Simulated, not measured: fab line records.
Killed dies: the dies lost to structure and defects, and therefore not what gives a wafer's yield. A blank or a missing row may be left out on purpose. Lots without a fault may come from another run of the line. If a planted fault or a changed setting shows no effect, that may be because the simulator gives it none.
Problem report in the 8D (eight disciplines) form, filled by code + flow n5_finfet + the parts of the form that need people (team, actions taken, sign-off) are left out

## 1. THE ISSUE
etch_rf_on_time_s at N5_BEOL_M0_ETCH_138 reads a mean of 33.5 s on 6 wafers of 2 lots; wafers without a fault read 29.4 s with a standard deviation of 0.77. That puts it +5.4 standard deviations away from the usual mean.
The step: etches SiCN in CH3F/O2, target depth 12 nm, time 31.6 s.
Seen first at day 7 20:03 on rie_diel-01, wafer L774.4. Wafers with a number at this step in the record: 24, from 8 lots. By rule, "out" or "out of limits" means more than 4 standard deviations away from the usual mean. Any other wafer with a number is counted as sound.

## 2. WHAT THIS IS AND IS NOT
| question                    | is                       | is not                                                                                 |
|-----------------------------|--------------------------|----------------------------------------------------------------------------------------|
| which readings at this step | etch_rf_on_time_s        | oes_product_au, rf_fwd_power_W, rf_vpp_V, showerhead_plenum_p_Torr, throttle_valve_pct |
| which lots                  | L774, L777               | L769, L772, L782, L783, L784, L788                                                     |
| which wafers of those lots  | all that have a number   | -                                                                                      |
| read on which tools         | rie_diel-01, rie_diel-04 | rie_diel-02                                                                            |
| when                        | from day 7 20:03         | up to then (6 sound wafers); but 12 sound wafers of L782, L783, L784, L788 came after  |

## 3. THE SUSPECTS, EACH WITH WHAT RULES IT OUT
Counting: a tool at any process step up to the reading remains a suspect when it ran all the lots that are out and ran no sound lot after the first of those.
- rie_si-01 at N5_BEOL_M0_SAQP_MANDREL_ETCH_103 (etches a-Si in HBr/Cl2, stops on SiCN, target depth 45 nm, bt time 10 s, time 27 s): ruled out as a lasting fault. Sound lots L784 ran on it after its first lot that is out, L774 (day 7 15:29).
Left after counting: nothing in the record.

## 4. THE CAUSE (what the simulator had put in)
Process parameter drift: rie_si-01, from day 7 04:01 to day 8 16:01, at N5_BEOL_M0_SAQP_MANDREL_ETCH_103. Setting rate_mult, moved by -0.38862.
The count ruled it out by mistake, since the rule takes a fault to strike every lot its tool runs from the start of the fault on, and this one did not do so.

## 5. THE CHAIN OF EFFECTS, in route order
One row per reading whose mean, taken over the struck wafers that have a number, lies over 3 standard deviations from the usual. Scope: only readings with a usual standard deviation given in the record; hours: median across lots of the time from each lot's start at the first step in this table that gives one to its start at this step; sigmas: change in usual standard deviations.
| hours | step                | reading           | usual  | on struck wafers | change | sigmas |
|-------|---------------------|-------------------|--------|------------------|--------|--------|
| 0     | N5_BEOL_M0_ETCH_138 | etch_rf_on_time_s | 29.4 s | 33.5             | +4.1   | +5.4   |
Its process steps:
- N5_BEOL_M0_ETCH_138: etches SiCN in CH3F/O2, target depth 12 nm, time 31.6 s.
Later measuring or inspecting steps at which every struck wafer that the step has a row for has a number for every such reading, and none has moved that far: N5_BEOL_M4_RC_MEAS_101.

## 6. WHAT WOULD HAVE CAUGHT IT SOONER
16 hours passed between the start of the fault at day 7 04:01 and the first reading out of limits in this record, taken at day 7 20:03.
No tool reading at N5_BEOL_M0_SAQP_MANDREL_ETCH_103 that has a usual standard deviation in the record was out on any struck wafer, so an alarm limit of 4 standard deviations on those readings would not have fired.
